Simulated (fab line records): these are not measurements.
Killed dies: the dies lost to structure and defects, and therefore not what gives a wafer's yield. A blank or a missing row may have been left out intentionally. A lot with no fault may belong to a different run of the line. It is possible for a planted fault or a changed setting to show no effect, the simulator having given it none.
Matching of chambers || flow n5-finfet || N5_BEOL_M8_STRIP_36 on rie-diel-03: 4 sister chambers
The step strips in N2/H2. 20 wafers are shown with their chamber, then 10 later ones without.

== EACH WAFER AND ITS CHAMBER ==
{"wafer": "L078.1", "chamber": 1, "drypump-motor-current-A (A)": 6.0, "showerhead-plenum-p-Torr (Torr)": 2.47, "throttle-valve-pct (%)": 23.70}
{"wafer": "L078.3", "chamber": 3, "drypump-motor-current-A (A)": 5.7, "showerhead-plenum-p-Torr (Torr)": 2.48, "throttle-valve-pct (%)": 23.46}
{"wafer": "L078.5", "chamber": 3, "drypump-motor-current-A (A)": 5.7, "showerhead-plenum-p-Torr (Torr)": 2.49, "throttle-valve-pct (%)": 23.48}
{"wafer": "L079.1", "chamber": 3, "drypump-motor-current-A (A)": 5.7, "showerhead-plenum-p-Torr (Torr)": 2.48, "throttle-valve-pct (%)": 23.47}
{"wafer": "L079.2", "chamber": 1, "drypump-motor-current-A (A)": 6.0, "showerhead-plenum-p-Torr (Torr)": 2.47, "throttle-valve-pct (%)": 23.70}
{"wafer": "L079.4", "chamber": 0, "drypump-motor-current-A (A)": 5.9, "showerhead-plenum-p-Torr (Torr)": 2.58, "throttle-valve-pct (%)": 23.76}
{"wafer": "L080.1", "chamber": 1, "drypump-motor-current-A (A)": 6.0, "showerhead-plenum-p-Torr (Torr)": 2.47, "throttle-valve-pct (%)": 23.70}
{"wafer": "L080.3", "chamber": 0, "drypump-motor-current-A (A)": 5.9, "showerhead-plenum-p-Torr (Torr)": 2.58, "throttle-valve-pct (%)": 23.80}
{"wafer": "L080.4", "chamber": 3, "drypump-motor-current-A (A)": 5.7, "showerhead-plenum-p-Torr (Torr)": 2.48, "throttle-valve-pct (%)": 23.51}
{"wafer": "L082.2", "chamber": 2, "drypump-motor-current-A (A)": 5.3, "showerhead-plenum-p-Torr (Torr)": 2.59, "throttle-valve-pct (%)": 23.69}
{"wafer": "L082.4", "chamber": 0, "drypump-motor-current-A (A)": 5.9, "showerhead-plenum-p-Torr (Torr)": 2.58, "throttle-valve-pct (%)": 23.82}
{"wafer": "L082.6", "chamber": 3, "drypump-motor-current-A (A)": 5.8, "showerhead-plenum-p-Torr (Torr)": 2.48, "throttle-valve-pct (%)": 23.52}
{"wafer": "L083.1", "chamber": 0, "drypump-motor-current-A (A)": 5.9, "showerhead-plenum-p-Torr (Torr)": 2.57, "throttle-valve-pct (%)": 23.83}
{"wafer": "L083.5", "chamber": 2, "drypump-motor-current-A (A)": 5.3, "showerhead-plenum-p-Torr (Torr)": 2.59, "throttle-valve-pct (%)": 23.68}
{"wafer": "L083.6", "chamber": 1, "drypump-motor-current-A (A)": 6.0, "showerhead-plenum-p-Torr (Torr)": 2.46, "throttle-valve-pct (%)": 23.71}
{"wafer": "L088.2", "chamber": 2, "drypump-motor-current-A (A)": 5.3, "showerhead-plenum-p-Torr (Torr)": 2.58, "throttle-valve-pct (%)": 23.70}
{"wafer": "L088.3", "chamber": 1, "drypump-motor-current-A (A)": 6.0, "showerhead-plenum-p-Torr (Torr)": 2.46, "throttle-valve-pct (%)": 23.70}
{"wafer": "L088.5", "chamber": 0, "drypump-motor-current-A (A)": 5.9, "showerhead-plenum-p-Torr (Torr)": 2.57, "throttle-valve-pct (%)": 23.82}
{"wafer": "L089.1", "chamber": 2, "drypump-motor-current-A (A)": 5.4, "showerhead-plenum-p-Torr (Torr)": 2.58, "throttle-valve-pct (%)": 23.69}
{"wafer": "L089.2", "chamber": 3, "drypump-motor-current-A (A)": 5.8, "showerhead-plenum-p-Torr (Torr)": 2.47, "throttle-valve-pct (%)": 23.51}

SIGNATURES (averages over the wafers above)
{"reading": "drypump-motor-current-A", "chamber 0": 5.900, "chamber 1": 6.000, "chamber 2": 5.325, "chamber 3": 5.733, "scatter within a chamber": 0.0361}
{"reading": "showerhead-plenum-p-Torr", "chamber 0": 2.5760, "chamber 1": 2.4660, "chamber 2": 2.5850, "chamber 3": 2.4800, "scatter within a chamber": 0.00581}
{"reading": "throttle-valve-pct", "chamber 0": 23.8060, "chamber 1": 23.7020, "chamber 2": 23.6900, "chamber 3": 23.4917, "scatter within a chamber": 0.0201}
Rule: for each reading, subtract the chamber's mean from the wafer's reading, divide by that reading's scatter and square the result; add these up over the readings and take the root, which gives the wafer's distance from the chamber. If the next closest chamber is less than 2 further off than the closest, the wafer can't be placed; otherwise it belongs to the closest. The scatter is the square root of a quotient: the sum, over the shown wafers, of each reading's squared deviation from its chamber's mean, divided by wafers minus chambers.

== WAFERS WHOSE CHAMBER IS MISSING ==
{"wafer": "L089.4", "drypump-motor-current-A (A)": 6.0, "showerhead-plenum-p-Torr (Torr)": 2.46, "throttle-valve-pct (%)": 23.72}
{"wafer": "L092.2", "drypump-motor-current-A (A)": 5.8, "showerhead-plenum-p-Torr (Torr)": 2.47, "throttle-valve-pct (%)": 23.53}
{"wafer": "L092.4", "drypump-motor-current-A (A)": 5.8, "showerhead-plenum-p-Torr (Torr)": 2.57, "throttle-valve-pct (%)": 23.83}
{"wafer": "L092.6", "drypump-motor-current-A (A)": 5.8, "showerhead-plenum-p-Torr (Torr)": 2.47, "throttle-valve-pct (%)": 23.51}
{"wafer": "L095.1", "drypump-motor-current-A (A)": 5.9, "showerhead-plenum-p-Torr (Torr)": 2.56, "throttle-valve-pct (%)": 23.84}
{"wafer": "L095.3", "drypump-motor-current-A (A)": 5.7, "showerhead-plenum-p-Torr (Torr)": 2.47, "throttle-valve-pct (%)": 23.53}
{"wafer": "L095.4", "drypump-motor-current-A (A)": 6.0, "showerhead-plenum-p-Torr (Torr)": 2.45, "throttle-valve-pct (%)": 23.71}
{"wafer": "L094.1", "drypump-motor-current-A (A)": 5.3, "showerhead-plenum-p-Torr (Torr)": 2.57, "throttle-valve-pct (%)": 23.73}
{"wafer": "L094.4", "drypump-motor-current-A (A)": 6.0, "showerhead-plenum-p-Torr (Torr)": 2.45, "throttle-valve-pct (%)": 23.77}
{"wafer": "L094.6", "drypump-motor-current-A (A)": 5.9, "showerhead-plenum-p-Torr (Torr)": 2.56, "throttle-valve-pct (%)": 23.84}

== WHICH CHAMBER EACH WENT THROUGH ==
{"wafer": "L089.4", "from the rows above": 1, "in truth": 1}
{"wafer": "L092.2", "from the rows above": 3, "in truth": 3}
{"wafer": "L092.4", "from the rows above": 0, "in truth": 0}
{"wafer": "L092.6", "from the rows above": 3, "in truth": 3}
{"wafer": "L095.1", "from the rows above": 0, "in truth": 0}
{"wafer": "L095.3", "from the rows above": 3, "in truth": 3}
{"wafer": "L095.4", "from the rows above": 1, "in truth": 1}
{"wafer": "L094.1", "from the rows above": 2, "in truth": 2}
{"wafer": "L094.4", "from the rows above": 1, "in truth": 1}
{"wafer": "L094.6", "from the rows above": 0, "in truth": 0}
Placed correctly: 10 of 10. Number that these rows cannot place: 0. 0 placed wrongly.
